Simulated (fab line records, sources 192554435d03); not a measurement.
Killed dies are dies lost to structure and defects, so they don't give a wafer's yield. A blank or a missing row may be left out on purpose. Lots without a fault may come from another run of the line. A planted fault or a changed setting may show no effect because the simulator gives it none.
Which tool did it? | flow n5_finfet | 13 lots, 38 wafers sampled, at 6 steps of a route of 1938

WHAT THE GAUGES READ, wafer by wafer
N5_BEOL_M12_RS_MEAS_54: measures by four-point-probe. Usual: M12_RS 0.0602 ohm/sq, standard deviation 0.00083.
lot  | measured     | on            | M12_RS (ohm/sq)      | flag
L901 | day 11 15:26 | film_metro-02 | 0.0609 0.0591 0.0604 |
L902 | day 11 23:24 | film_metro-01 | 0.0600 0.0604 0.0600 |
L904 | day 12 03:48 | film_metro-01 | 0.0602 0.0606 0.0600 |
L905 | day 12 15:50 | film_metro-01 | 0.0597 0.0606 0.0598 |
L908 | day 13 08:16 | film_metro-01 | 0.0593 0.0589        |
L916 | day 15 01:32 | film_metro-02 | 0.0605 0.0591 0.0608 |
L917 | day 15 20:18 | film_metro-01 | 0.0609 0.0598 0.0599 |
L919 | day 16 08:26 | film_metro-02 | 0.0612 0.0600 0.0600 |
L921 | day 16 09:00 | film_metro-01 | 0.0598 0.0613 0.0616 |
L920 | day 17 01:08 | film_metro-02 | 0.0603 0.0606 0.0599 |
L922 | day 17 04:49 | film_metro-02 | 0.0600 0.0600 0.0609 |
L923 | day 17 13:08 | film_metro-02 | 0.0591 0.0608 0.0595 |
L924 | day 17 19:56 | film_metro-01 | 0.0615 0.0603 0.0620 |

N5_BEOL_M13_CD_MEAS_28: target cd 209.5 nm. Usual: cd_nm 209.4 nm, standard deviation 0.99.
lot  | measured     | on        | cd_nm (nm)        | flag
L901 | day 11 17:01 | cd_sem-02 | 209.0 209.1 208.1 |
L902 | day 12 01:07 | cd_sem-02 | 210.7 211.5 211.1 |
L904 | day 12 05:34 | cd_sem-02 | 206.7 207.5 207.7 |
L905 | day 12 17:34 | cd_sem-03 | 210.9 210.2 209.5 |
L908 | day 13 10:22 | cd_sem-01 | 209.8 247.3       | OFF
L916 | day 15 03:14 | cd_sem-02 | 209.9 210.1 210.2 |
L917 | day 15 22:10 | cd_sem-03 | 211.7 211.2 210.6 |
L919 | day 16 10:14 | cd_sem-01 | 208.1 209.2 209.1 |
L921 | day 16 10:35 | cd_sem-02 | 209.1 209.7 209.3 |
L920 | day 17 02:47 | cd_sem-03 | 208.7 207.9 209.2 |
L922 | day 17 06:24 | cd_sem-01 | 210.3 210.4 210.3 |
L923 | day 17 14:55 | cd_sem-03 | 208.6 208.2 207.7 |
L924 | day 17 21:33 | cd_sem-02 | 209.9 208.0 208.9 |

N5_BEOL_M15_RC_MEAS_101. Usual: COMB_M10 1.6e-11 S/m, standard deviation 3.3e-12; COMB_M11 1.5e-11 S/m, standard deviation 3e-12; COMB_M12 7.1e-12 S/m, standard deviation 1.4e-12; COMB_M12_max_site 9.8e-12 S/m, standard deviation 2.3e-12; COMB_M14 4.3e-12 S/m, standard deviation 7.3e-13; COMB_M15 3.1e-12 S/m, standard deviation 6.9e-13; COMB_M5 3.7e-11 S/m, standard deviation 7.1e-12; COMB_M6 2.5e-11 S/m, standard deviation 4.7e-12; COMB_M7 2.6e-11 S/m, standard deviation 5.1e-12; COMB_M8 2.6e-11 S/m, standard deviation 5.6e-12; COMB_M8_max_site 3.7e-11 S/m, standard deviation 8.7e-12; COMB_M9 1.6e-11 S/m, standard deviation 3.3e-12; SERP_M10 3.07 ohm/um, standard deviation 0.073; SERP_M11 3.07 ohm/um, standard deviation 0.068; SERP_M12 0.641 ohm/um, standard deviation 0.015; SERP_M13 0.309 ohm/um, standard deviation 0.0059; SERP_M13_max_site 0.313 ohm/um, standard deviation 0.0062; SERP_M14 0.161 ohm/um, standard deviation 0.003; SERP_M5 38.3 ohm/um, standard deviation 1.4; SERP_M6 13.9 ohm/um, standard deviation 0.42; SERP_M7 13.8 ohm/um, standard deviation 0.44; SERP_M8 13.8 ohm/um, standard deviation 0.49; SERP_M9 3.06 ohm/um, standard deviation 0.063.
lot  | measured     | on        | COMB_M10 (S/m)          | COMB_M11 (S/m)             | COMB_M12 (S/m)          | COMB_M12_max_site (S/m)    | COMB_M14 (S/m)          | COMB_M15 (S/m)          | COMB_M5 (S/m)           | COMB_M6 (S/m)           | COMB_M7 (S/m)           | COMB_M8 (S/m)           | COMB_M8_max_site (S/m)  | COMB_M9 (S/m)           | SERP_M10 (ohm/um) | SERP_M11 (ohm/um) | SERP_M12 (ohm/um) | SERP_M13 (ohm/um) | SERP_M13_max_site (ohm/um) | SERP_M14 (ohm/um) | SERP_M5 (ohm/um) | SERP_M6 (ohm/um) | SERP_M7 (ohm/um) | SERP_M8 (ohm/um) | SERP_M9 (ohm/um) | flag
L901 | day 12 08:38 | prober-02 | 2.1e-11 2.1e-11 2.1e-11 | 1.47e-11 1.32e-11 1.43e-11 | 6.9e-12 8.4e-12 6.8e-12 | 9e-12 1.48e-11 8.1e-12     | 4.9e-12 5.6e-12 4.4e-12 | 4.4e-12 3.4e-12 3.7e-12 | 4.3e-11 3.2e-11 3.8e-11 | 2.7e-11 1.9e-11 3.2e-11 | 2.3e-11 2.1e-11 2.6e-11 | 2.8e-11 3.5e-11 2.8e-11 | 3.4e-11 5.1e-11 4.1e-11 | 1.9e-11 2.2e-11 1.7e-11 | 3.15 3.04 3.13    | 2.95 3.08 2.95    | 0.636 0.616 0.624 | 0.308 0.311 0.319 | 0.311 0.313 0.325          | 0.155 0.159 0.164 | 37.0 37.5 38.2   | 14.2 14.2 14.0   | 13.1 13.6 13.5   | 14.7 14.1 13.2   | 3.01 3.02 3.12   |
L902 | day 12 16:22 | prober-02 | 1.4e-11 2.1e-11 1.6e-11 | 1.19e-11 1.31e-11 1.12e-11 | 7.6e-12 7.7e-12 7.3e-12 | 1.01e-11 1.14e-11 1.27e-11 | 4.4e-12 4.4e-12 5.1e-12 | 2.5e-12 4.7e-12 3.1e-12 | 3.5e-11 3e-11 3e-11     | 2.8e-11 3.2e-11 2.9e-11 | 2.5e-11 2.6e-11 3.3e-11 | 2.6e-11 3.2e-11 4e-11   | 3.6e-11 4.2e-11 5.4e-11 | 1e-11 2.1e-11 2e-11     | 3.13 3.12 3.11    | 3.20 3.19 3.17    | 0.640 0.637 0.652 | 0.308 0.295 0.315 | 0.313 0.298 0.316          | 0.164 0.164 0.158 | 38.3 38.9 42.7   | 13.4 13.5 13.2   | 13.7 14.3 14.4   | 13.0 13.4 13.5   | 2.90 2.99 3.12   |
L904 | day 12 21:17 | prober-02 | 2.4e-11 1.9e-11 1.9e-11 | 1.26e-11 1.19e-11 1.09e-11 | 9.1e-12 8e-12 6.4e-12   | 1.09e-11 1.28e-11 9e-12    | 3.4e-12 4.4e-12 5.5e-12 | 4.1e-12 4e-12 3.4e-12   | 3.6e-11 2.6e-11 2.7e-11 | 2.9e-11 2.3e-11 2.1e-11 | 3.6e-11 2.7e-11 2.9e-11 | 2e-11 2.3e-11 2.6e-11   | 2.7e-11 2.9e-11 3e-11   | 1.7e-11 1.2e-11 1.7e-11 | 2.96 3.03 3.06    | 3.17 3.08 3.11    | 0.658 0.636 0.637 | 0.326 0.320 0.317 | 0.327 0.326 0.320          | 0.156 0.153 0.162 | 37.8 37.8 37.9   | 14.4 13.8 14.5   | 14.2 14.5 14.0   | 13.9 14.5 14.3   | 3.02 3.01 3.13   |
L905 | day 13 16:33 | prober-02 | 1.4e-11 1.8e-11 2.3e-11 | 1.05e-11 1.18e-11 1.46e-11 | 5.9e-12 6.9e-12 6.8e-12 | 7.7e-12 9.1e-12 9.9e-12    | 4.3e-12 3.4e-12 3.7e-12 | 2.9e-12 4.6e-12 4.2e-12 | 3.2e-11 4.3e-11 3.9e-11 | 2.8e-11 2.8e-11 2.5e-11 | 3.1e-11 2.3e-11 2.5e-11 | 3.1e-11 3.1e-11 2e-11   | 5.7e-11 4.6e-11 3.8e-11 | 1.2e-11 1.8e-11 1.7e-11 | 3.09 3.02 3.15    | 3.11 3.12 3.15    | 0.624 0.635 0.619 | 0.310 0.303 0.311 | 0.312 0.307 0.316          | 0.155 0.163 0.161 | 35.1 39.0 37.7   | 14.0 14.6 13.9   | 14.8 15.2 14.3   | 14.0 14.5 14.0   | 3.21 3.06 3.23   |
L908 | day 14 02:53 | prober-02 | 1.6e-11 1.5e-11         | 1.68e-11 1.68e-11          | 7.3e-12 5.8e-12         | 1.16e-11 7.7e-12           | 3.9e-12 4.5e-12         | 2.9e-12 3e-12           | 3.9e-11 5.3e-11         | 2e-11 2.5e-11           | 2e-11 2.9e-11           | 3.4e-11 2.3e-11         | 4.3e-11 2.7e-11         | 1.8e-11 1.9e-11         | 3.03 3.09         | 3.03 3.04         | 0.621 0.626       | 0.303 0.243       | 0.304 0.247                | 0.159 0.156       | 38.4 37.5        | 13.6 13.7        | 13.7 14.6        | 14.5 13.9        | 3.10 3.11        | OFF
L916 | day 15 16:17 | prober-01 | 1.6e-11 1.2e-11 1.4e-11 | 1.78e-11 1.44e-11 1.29e-11 | 6.9e-12 7.1e-12 7.4e-12 | 7.6e-12 1.05e-11 8.1e-12   | 4.7e-12 4.5e-12 3.6e-12 | 2.3e-12 3.6e-12 2.5e-12 | 3.5e-11 2.6e-11 3.4e-11 | 3.4e-11 2.2e-11 2.4e-11 | 2e-11 2.9e-11 2.6e-11   | 2.5e-11 2.1e-11 2.4e-11 | 5.1e-11 3.9e-11 3e-11   | 1.5e-11 1.6e-11 1.6e-11 | 3.11 3.10 3.00    | 3.12 2.99 3.03    | 0.665 0.623 0.650 | 0.311 0.312 0.304 | 0.316 0.316 0.305          | 0.159 0.163 0.166 | 38.7 36.7 38.7   | 13.6 14.0 13.4   | 13.7 13.7 14.0   | 14.9 13.9 13.9   | 3.01 2.94 3.04   |
L917 | day 17 01:24 | prober-02 | 1e-11 8e-12 1.1e-11     | 1.54e-11 1.66e-11 1.33e-11 | 6.1e-12 7.3e-12 6.3e-12 | 8.1e-12 1.2e-11 7.9e-12    | 5.1e-12 4e-12 4.1e-12   | 3e-12 3.5e-12 3.6e-12   | 4e-11 4.6e-11 3.8e-11   | 2.6e-11 2.7e-11 3.1e-11 | 2.2e-11 3.8e-11 2.7e-11 | 2.8e-11 2.5e-11 2.2e-11 | 3.9e-11 4.1e-11 3e-11   | 1.9e-11 1.6e-11 1.5e-11 | 3.06 3.13 3.10    | 3.11 3.09 3.10    | 0.648 0.635 0.632 | 0.307 0.309 0.307 | 0.311 0.311 0.316          | 0.161 0.160 0.164 | 40.3 38.5 37.3   | 14.2 14.3 14.7   | 14.2 13.7 14.1   | 13.6 13.2 13.2   | 3.04 3.03 3.04   |
L919 | day 17 15:47 | prober-01 | 1.5e-11 1.1e-11 1.3e-11 | 1.13e-11 1.94e-11 1.41e-11 | 5.4e-12 7e-12 6.5e-12   | 8.1e-12 1.35e-11 7.4e-12   | 4e-12 3.5e-12 4e-12     | 3e-12 1.7e-12 1.8e-12   | 3e-11 3.2e-11 3.5e-11   | 2.6e-11 2.4e-11 2.4e-11 | 3.1e-11 3.2e-11 1.8e-11 | 1.8e-11 2.6e-11 2.3e-11 | 3.8e-11 4.7e-11 3.2e-11 | 1.4e-11 1.6e-11 1.6e-11 | 3.02 3.09 3.08    | 3.14 3.08 3.13    | 0.659 0.641 0.643 | 0.314 0.317 0.311 | 0.316 0.323 0.315          | 0.162 0.157 0.157 | 39.0 40.5 37.7   | 13.6 13.6 14.3   | 14.1 14.4 13.5   | 13.6 14.0 13.8   | 3.17 3.08 3.07   |
L921 | day 17 16:32 | prober-02 | 1.5e-11 1.3e-11 1.3e-11 | 1.44e-11 1.85e-11 1.64e-11 | 6.5e-12 7.8e-12 8.5e-12 | 8.6e-12 1.03e-11 1.23e-11  | 3.2e-12 4.9e-12 3.1e-12 | 3e-12 2.3e-12 2.8e-12   | 4.3e-11 3.6e-11 3.8e-11 | 2.4e-11 2.6e-11 2e-11   | 3.3e-11 2.6e-11 2.6e-11 | 2.9e-11 2.7e-11 2.2e-11 | 3.5e-11 4.4e-11 3.1e-11 | 1.5e-11 2.6e-11 1.9e-11 | 3.10 3.03 3.12    | 3.09 3.07 3.17    | 0.648 0.663 0.672 | 0.306 0.301 0.317 | 0.308 0.303 0.320          | 0.160 0.162 0.156 | 38.8 39.8 41.0   | 14.6 13.8 14.1   | 14.0 13.3 13.3   | 13.7 14.1 14.1   | 3.12 2.99 3.01   |
L920 | day 18 02:13 | prober-02 | 1.9e-11 1.9e-11 2.2e-11 | 1.39e-11 1.16e-11 1.78e-11 | 5e-12 7.3e-12 8.7e-12   | 8.2e-12 1.04e-11 1.32e-11  | 5.6e-12 4.4e-12 5.2e-12 | 3.4e-12 3.7e-12 3.5e-12 | 3e-11 3.7e-11 2.8e-11   | 3e-11 2.4e-11 2.6e-11   | 2.1e-11 3.3e-11 3.4e-11 | 2.2e-11 3.2e-11 2e-11   | 2.6e-11 4.1e-11 2.8e-11 | 1.3e-11 1.2e-11 1.7e-11 | 3.21 3.10 3.12    | 2.89 2.93 3.03    | 0.633 0.640 0.640 | 0.322 0.310 0.307 | 0.326 0.312 0.312          | 0.163 0.161 0.161 | 40.0 39.1 37.9   | 14.0 13.9 14.4   | 14.2 14.0 14.5   | 13.4 14.1 13.7   | 3.11 3.05 3.10   |
L922 | day 18 03:47 | prober-01 | 2.2e-11 1.7e-11 1.8e-11 | 1.91e-11 1.83e-11 2.15e-11 | 6.9e-12 6.7e-12 6e-12   | 9.7e-12 7.8e-12 9.4e-12    | 3.6e-12 4.1e-12 4.4e-12 | 2.6e-12 4.1e-12 2.3e-12 | 2.7e-11 3.2e-11 4.2e-11 | 3.6e-11 2.2e-11 2.4e-11 | 2.6e-11 2.8e-11 2.6e-11 | 1.8e-11 2.3e-11 1.6e-11 | 2.8e-11 3.1e-11 2.2e-11 | 1.4e-11 1.5e-11 2e-11   | 3.10 3.14 3.04    | 3.13 3.08 3.13    | 0.635 0.639 0.637 | 0.311 0.313 0.304 | 0.316 0.314 0.306          | 0.160 0.161 0.161 | 37.7 37.6 36.8   | 13.8 14.2 13.4   | 13.6 13.7 13.5   | 13.3 13.0 13.2   | 3.10 3.08 3.06   |
L923 | day 18 07:01 | prober-02 | 1.6e-11 1.2e-11 1.5e-11 | 1.01e-11 1.31e-11 1.37e-11 | 4.9e-12 6.5e-12 7.5e-12 | 6.7e-12 9.4e-12 9e-12      | 5.4e-12 5.1e-12 5.3e-12 | 2.8e-12 2.5e-12 3.1e-12 | 3.2e-11 3.3e-11 2.9e-11 | 2.5e-11 2e-11 2.9e-11   | 2e-11 2.2e-11 2.3e-11   | 2.6e-11 3.2e-11 2.5e-11 | 3.8e-11 5.2e-11 4.2e-11 | 1.9e-11 1.7e-11 1.7e-11 | 3.07 3.17 3.04    | 3.07 3.02 2.97    | 0.633 0.651 0.645 | 0.314 0.309 0.316 | 0.318 0.314 0.318          | 0.163 0.160 0.159 | 39.5 38.8 38.6   | 13.5 13.9 14.2   | 13.7 13.1 13.2   | 13.7 13.7 13.5   | 3.06 2.99 2.98   |
L924 | day 18 13:21 | prober-01 | 1.9e-11 1.8e-11 1.5e-11 | 2.45e-11 1.58e-11 1.62e-11 | 6.5e-12 7.5e-12 6.1e-12 | 8.4e-12 1.01e-11 9.2e-12   | 4.8e-12 3.6e-12 4.9e-12 | 1.9e-12 3.6e-12 2.4e-12 | 3.9e-11 3.6e-11 2.5e-11 | 3.3e-11 2.8e-11 2.3e-11 | 2.5e-11 3.3e-11 2.9e-11 | 2.1e-11 2.4e-11 2.5e-11 | 3.5e-11 3.7e-11 3.5e-11 | 1.2e-11 1.5e-11 1.5e-11 | 3.05 3.14 3.08    | 3.06 2.98 3.16    | 0.666 0.633 0.665 | 0.300 0.310 0.314 | 0.305 0.312 0.317          | 0.162 0.160 0.161 | 37.6 40.1 37.3   | 13.7 13.8 14.3   | 14.3 14.1 14.1   | 13.1 13.3 13.6   | 3.02 3.00 3.10   |

WHICH TOOL RAN EACH LOT (tool, then ch and the chambers of the sampled wafers, then the start)
lot  | N5_BEOL_M13_DESCUM_15              | N5_BEOL_M13_ETCH_59                | N5_BEOL_M13_EXPOSE_25
L901 | rie_diel-05 ch 0,2,3, day 11 16:10 | rie_diel-05 ch 0,2,3, day 11 16:12 | krf_scanner-01 ch 0, day 11 16:51
L902 | rie_diel-05 ch 0,1, day 12 00:08   | rie_diel-05 ch 0,1, day 12 00:10   | krf_scanner-02 ch 0, day 12 00:56
L904 | rie_diel-06 ch 0,2,3, day 12 04:35 | rie_diel-06 ch 0,2,3, day 12 04:38 | krf_scanner-01 ch 0, day 12 05:24
L905 | rie_diel-05 ch 0,2,3, day 12 16:34 | rie_diel-05 ch 0,2,3, day 12 16:36 | krf_scanner-02 ch 0, day 12 17:23
L908 | rie_diel-05 ch 1,3, day 13 09:24   | rie_diel-05 ch 1,3, day 13 09:26   | krf_scanner-01 ch 0, day 13 10:13
L916 | rie_diel-05 ch 0,1,3, day 15 02:16 | rie_diel-05 ch 0,1,3, day 15 02:17 | krf_scanner-02 ch 0, day 15 03:04
L917 | rie_diel-05 ch 0,1, day 15 21:02   | rie_diel-05 ch 0,1, day 15 21:05   | krf_scanner-02 ch 0, day 15 21:59
L919 | rie_diel-02 ch 0,1,2, day 16 09:10 | rie_diel-02 ch 0,1,2, day 16 09:12 | krf_scanner-02 ch 0, day 16 10:04
L921 | rie_diel-06 ch 1,2, day 16 09:44   | rie_diel-06 ch 1,2, day 16 09:46   | krf_scanner-02 ch 0, day 16 10:25
L920 | rie_diel-05 ch 1,2,3, day 17 01:47 | rie_diel-05 ch 1,2,3, day 17 01:50 | krf_scanner-01 ch 0, day 17 02:37
L922 | rie_diel-06 ch 1,2,3, day 17 05:25 | rie_diel-06 ch 1,2,3, day 17 05:28 | krf_scanner-02 ch 0, day 17 06:14
L923 | rie_diel-05 ch 1,2,3, day 17 13:56 | rie_diel-05 ch 1,2,3, day 17 13:58 | krf_scanner-01 ch 0, day 17 14:45
L924 | rie_diel-06 ch 2,3, day 17 20:41   | rie_diel-06 ch 2,3, day 17 20:43   | krf_scanner-01 ch 0, day 17 21:22
- N5_BEOL_M13_DESCUM_15: chemistry O2, time 7.9 s.
- N5_BEOL_M13_ETCH_59: etches BARC in N2/H2, target depth 89 nm, overetch 26.7 nm, time 67.9 s.
- N5_BEOL_M13_EXPOSE_25: exposes mask M13, target cd 210 nm.

WHAT THE TOOLS THEMSELVES READ (means of the sampled wafers that have a number; where no wafer has one, the mark that the record gives instead)
N5_BEOL_M13_DESCUM_15. Usual: drypump_motor_current_A 5.7 A, standard deviation 0.35; oes_product_au 0.78 a.u., standard deviation 0.082; rf_vpp_V 242.9 V, standard deviation 1.6; showerhead_plenum_p_Torr 2.07 Torr, standard deviation 0.086; throttle_valve_pct 20.5 %, standard deviation 0.3.
lot  | tool        | drypump_motor_current_A (A) | oes_product_au (a.u.) | rf_vpp_V (V) | showerhead_plenum_p_Torr (Torr) | throttle_valve_pct (%) | flag
L901 | rie_diel-05 | 5.9                         | 0.77                  | 242.4        | 2.09                            | 20.3                   |
L902 | rie_diel-05 | 5.9                         | 0.77                  | 243.2        | 2.06                            | 20.4                   |
L904 | rie_diel-06 | 5.6                         | 0.82                  | 244.6        | 2.13                            | 20.4                   |
L905 | rie_diel-05 | 5.9                         | 0.76                  | 243.1        | 2.09                            | 20.3                   |
L908 | rie_diel-05 | 5.4                         | 0.85                  | 242.6        | 2.03                            | 20.4                   |
L916 | rie_diel-05 | 5.6                         | 0.78                  | 242.9        | 2.04                            | 20.4                   |
L917 | rie_diel-05 | 5.8                         | 0.73                  | 243.2        | 2.05                            | 20.4                   |
L919 | rie_diel-02 | 5.7                         | 0.78                  | 243.1        | 2.11                            | 20.5                   |
L921 | rie_diel-06 | 5.9                         | 0.71                  | 241.0        | 1.94                            | 21.0                   |
L920 | rie_diel-05 | 5.6                         | 0.86                  | 242.2        | 2.06                            | 20.2                   |
L922 | rie_diel-06 | 5.7                         | 0.75                  | 242.6        | 2.04                            | 20.7                   |
L923 | rie_diel-05 | 5.6                         | 0.86                  | 242.1        | 2.06                            | 20.2                   |
L924 | rie_diel-06 | 5.7                         | 0.74                  | 242.6        | 2.06                            | 20.6                   |

N5_BEOL_M13_ETCH_59. Usual: drypump_motor_current_A 5.7 A, standard deviation 0.35; oes_product_au 0.66 a.u., standard deviation 0.067; rf_vpp_V 523 V, standard deviation 3.1; showerhead_plenum_p_Torr 2.52 Torr, standard deviation 0.11; throttle_valve_pct 17.9 %, standard deviation 0.31.
lot  | tool        | drypump_motor_current_A (A) | oes_product_au (a.u.) | rf_vpp_V (V) | showerhead_plenum_p_Torr (Torr) | throttle_valve_pct (%) | flag
L901 | rie_diel-05 | 5.9                         | 0.66                  | 525          | 2.54                            | 17.8                   |
L902 | rie_diel-05 | 5.9                         | 0.64                  | 523          | 2.51                            | 17.9                   |
L904 | rie_diel-06 | 5.6                         | 0.69                  | 525          | 2.59                            | 17.9                   |
L905 | rie_diel-05 | 5.9                         | 0.65                  | 524          | 2.54                            | 17.8                   |
L908 | rie_diel-05 | 5.4                         | 0.72                  | 522          | 2.48                            | 17.9                   |
L916 | rie_diel-05 | 5.7                         | 0.67                  | 523          | 2.49                            | 17.9                   |
L917 | rie_diel-05 | 5.9                         | 0.62                  | 523          | 2.49                            | 18.0                   |
L919 | rie_diel-02 | 5.7                         | 0.67                  | 524          | 2.56                            | 17.9                   |
L921 | rie_diel-06 | 5.9                         | 0.60                  | 518          | 2.36                            | 18.3                   |
L920 | rie_diel-05 | 5.6                         | 0.73                  | 523          | 2.51                            | 17.7                   |
L922 | rie_diel-06 | 5.8                         | 0.64                  | 522          | 2.47                            | 18.1                   |
L923 | rie_diel-05 | 5.6                         | 0.72                  | 523          | 2.51                            | 17.7                   |
L924 | rie_diel-06 | 5.7                         | 0.64                  | 522          | 2.50                            | 18.1                   |

THE ANSWER, worked out from the rows above alone
Rule: a lot is off if the mean of its wafers that have a number lies more than 3 standard deviations from the usual mean. A lot without any number at a reading at which 4 lots or more have one is off too. The other lots that the step has rows for count as sound. The gauges are gone through in route order, then the tools' own readings, and for those a lot's mean is taken as printed above. The first step at which some lot is off is used, and at that step the reading that is off furthest; a lot without a number counts as furthest.
Off: L908, at N5_BEOL_M13_CD_MEAS_28 (cd_nm).
A tool fits if, at a process step before that reading, it ran every lot that is off, and no sound lot after the first of them. The gauges at N5_BEOL_M13_CD_MEAS_28 aren't tried: what is off there is off at N5_BEOL_M15_RC_MEAS_101 too, on other tools, and a gauge's error can't cause that. None of those tried fits.

WHAT THE SIMULATOR HAD PUT IN
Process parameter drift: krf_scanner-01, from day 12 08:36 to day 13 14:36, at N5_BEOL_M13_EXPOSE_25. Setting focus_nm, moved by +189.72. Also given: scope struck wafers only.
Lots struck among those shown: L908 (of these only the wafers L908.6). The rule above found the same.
